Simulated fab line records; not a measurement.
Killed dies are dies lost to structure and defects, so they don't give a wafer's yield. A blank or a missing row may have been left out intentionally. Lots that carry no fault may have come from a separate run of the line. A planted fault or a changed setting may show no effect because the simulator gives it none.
Check for tools in common | flow n5-finfet | 9 lots and 27 wafers in the sample

## THE REASON FOR OPENING IT
At N5_BEOL_M1_CD_MEAS_28 the reading cd-nm is flagged on 1 of 9 lots. Wafers without a fault read 23.92 nm, standard deviation 0.24.
Rule: a lot is flagged in two cases, either no wafer of it has a number, or all its wafers with numbers fall more than 4 standard deviations from that mean. As for the other lots, they are considered sound.

lot  | measured     | on        | cd-nm (nm), wafer by wafer | flag
L373 | day 6 02:19  | cd-sem-01 | 23.50 23.82 23.81          |
L375 | day 6 16:14  | cd-sem-02 | 23.73 23.89 24.31          |
L376 | day 6 22:43  | cd-sem-03 | 24.18 23.89 23.90          |
L378 | day 7 09:25  | cd-sem-03 | 23.85 23.92 24.13          |
L379 | day 7 09:36  | cd-sem-02 | 23.51 23.41 23.82          |
L381 | day 8 04:45  | cd-sem-03 | 23.51 23.85 24.23          |
L386 | day 9 05:26  | cd-sem-02 | 23.76 23.78 23.98          |
L387 | day 9 16:26  | cd-sem-03 | 24.01 24.31 23.83          |
L395 | day 12 00:21 | cd-sem-01 | 10.08 10.01 19.68          | FLAGGED
Average over the flagged lots: 13.26 nm; offset from the usual -10.66 nm, equal to -44 standard deviations.

## EACH LOT AND THE TOOL IT RAN ON
The record holds 3 process steps before the reading, out of a route of 1938 steps. Every cell lists first the tool, next ch and the chambers used by the sampled wafers, and last the start.
lot  | flag    | N5_BEOL_M1_DESCUM_16              | N5_BEOL_M1_ETCH_64                | N5_BEOL_M1_EXPOSE_25
L373 |         | rie-diel-02 ch 0,1,3, day 6 01:28 | rie-diel-02 ch 0,1,3, day 6 01:35 | euv-scanner-01 ch 0, day 6 02:12
L375 |         | rie-diel-02 ch 0,3, day 6 15:23   | rie-diel-02 ch 0,3, day 6 15:30   | euv-scanner-01 ch 0, day 6 16:05
L376 |         | rie-diel-02 ch 2,3, day 6 21:56   | rie-diel-02 ch 2,3, day 6 22:01   | euv-scanner-01 ch 0, day 6 22:34
L378 |         | rie-diel-02 ch 0,2, day 7 08:26   | rie-diel-02 ch 0,2, day 7 08:31   | euv-scanner-02 ch 0, day 7 09:17
L379 |         | rie-diel-06 ch 1,3, day 7 08:38   | rie-diel-06 ch 1,3, day 7 08:43   | euv-scanner-01 ch 0, day 7 09:28
L381 |         | rie-diel-01 ch 1,3, day 8 03:47   | rie-diel-01 ch 1,3, day 8 03:52   | euv-scanner-02 ch 0, day 8 04:37
L386 |         | rie-diel-06 ch 0,1,3, day 9 04:34 | rie-diel-06 ch 0,1,3, day 9 04:38 | euv-scanner-02 ch 0, day 9 05:17
L387 |         | rie-diel-06 ch 0,2, day 9 15:40   | rie-diel-06 ch 0,2, day 9 15:45   | euv-scanner-02 ch 0, day 9 16:17
L395 | FLAGGED | rie-diel-02 ch 0,1, day 11 23:28  | rie-diel-02 ch 0,1, day 11 23:33  | euv-scanner-01 ch 0, day 12 00:13
What these steps do:
- N5_BEOL_M1_DESCUM_16: chemistry O2, time 7 s.
- N5_BEOL_M1_ETCH_64: etches SOC in N2/H2, target depth 75 nm, overetch 15 nm, time 112.5 s.
- N5_BEOL_M1_EXPOSE_25: exposes mask V0, defocus 5 nm, target cd 24 nm.
- N5_BEOL_M1_CD_MEAS_28: target cd y 23.3 nm.

## FLAGGED AGAINST TOTAL, ONE TOOL AT A TIME (gauges that did the reading follow at the end)
step                  | tool           | lots run | flagged | share of the flagged lots | sound lots run after its first flagged lot
N5_BEOL_M1_DESCUM_16  | rie-diel-01    | 1        | 0       | none                      | -
N5_BEOL_M1_DESCUM_16  | rie-diel-02    | 5        | 1       | all                       | 0
N5_BEOL_M1_DESCUM_16  | rie-diel-06    | 3        | 0       | none                      | -
N5_BEOL_M1_ETCH_64    | rie-diel-01    | 1        | 0       | none                      | -
N5_BEOL_M1_ETCH_64    | rie-diel-02    | 5        | 1       | all                       | 0
N5_BEOL_M1_ETCH_64    | rie-diel-06    | 3        | 0       | none                      | -
N5_BEOL_M1_EXPOSE_25  | euv-scanner-01 | 5        | 1       | all                       | 0
N5_BEOL_M1_EXPOSE_25  | euv-scanner-02 | 4        | 0       | none                      | -
N5_BEOL_M1_CD_MEAS_28 | cd-sem-01      | 2        | 1       | all                       | 0
N5_BEOL_M1_CD_MEAS_28 | cd-sem-02      | 3        | 0       | none                      | -
N5_BEOL_M1_CD_MEAS_28 | cd-sem-03      | 4        | 0       | none                      | -

## WHAT THE TABLE PERMITS
4 rows of the table ran every flagged lot: rie-diel-02 at N5_BEOL_M1_DESCUM_16, rie-diel-02 at N5_BEOL_M1_ETCH_64, euv-scanner-01 at N5_BEOL_M1_EXPOSE_25, cd-sem-01 at N5_BEOL_M1_CD_MEAS_28.
- rie-diel-02 at N5_BEOL_M1_DESCUM_16 ran 5 lots, 1 of them flagged. A fault beginning between L378 (day 7 08:26), its last sound lot, and L395 (day 11 23:28), its first flagged one, fits the data.
- rie-diel-02 at N5_BEOL_M1_ETCH_64 ran 5 lots, 1 of them flagged. A fault beginning between L378 (day 7 08:31), its last sound lot, and L395 (day 11 23:33), its first flagged one, fits the data.
- euv-scanner-01 at N5_BEOL_M1_EXPOSE_25 ran 5 lots, 1 of them flagged. A fault beginning between L379 (day 7 09:28), its last sound lot, and L395 (day 12 00:13), its first flagged one, fits the data.
- cd-sem-01 at N5_BEOL_M1_CD_MEAS_28 ran 2 lots, 1 of them flagged. A fault beginning between L373 (day 6 02:19), its last sound lot, and L395 (day 12 00:21), its first flagged one, fits the data.
These 3 tools cannot be told apart by counting lots, since each of them fits a fault that started at some hour. More lots, or a look at what each step does to the wafer, might.

## WHAT THE SIMULATOR HAD PUT IN
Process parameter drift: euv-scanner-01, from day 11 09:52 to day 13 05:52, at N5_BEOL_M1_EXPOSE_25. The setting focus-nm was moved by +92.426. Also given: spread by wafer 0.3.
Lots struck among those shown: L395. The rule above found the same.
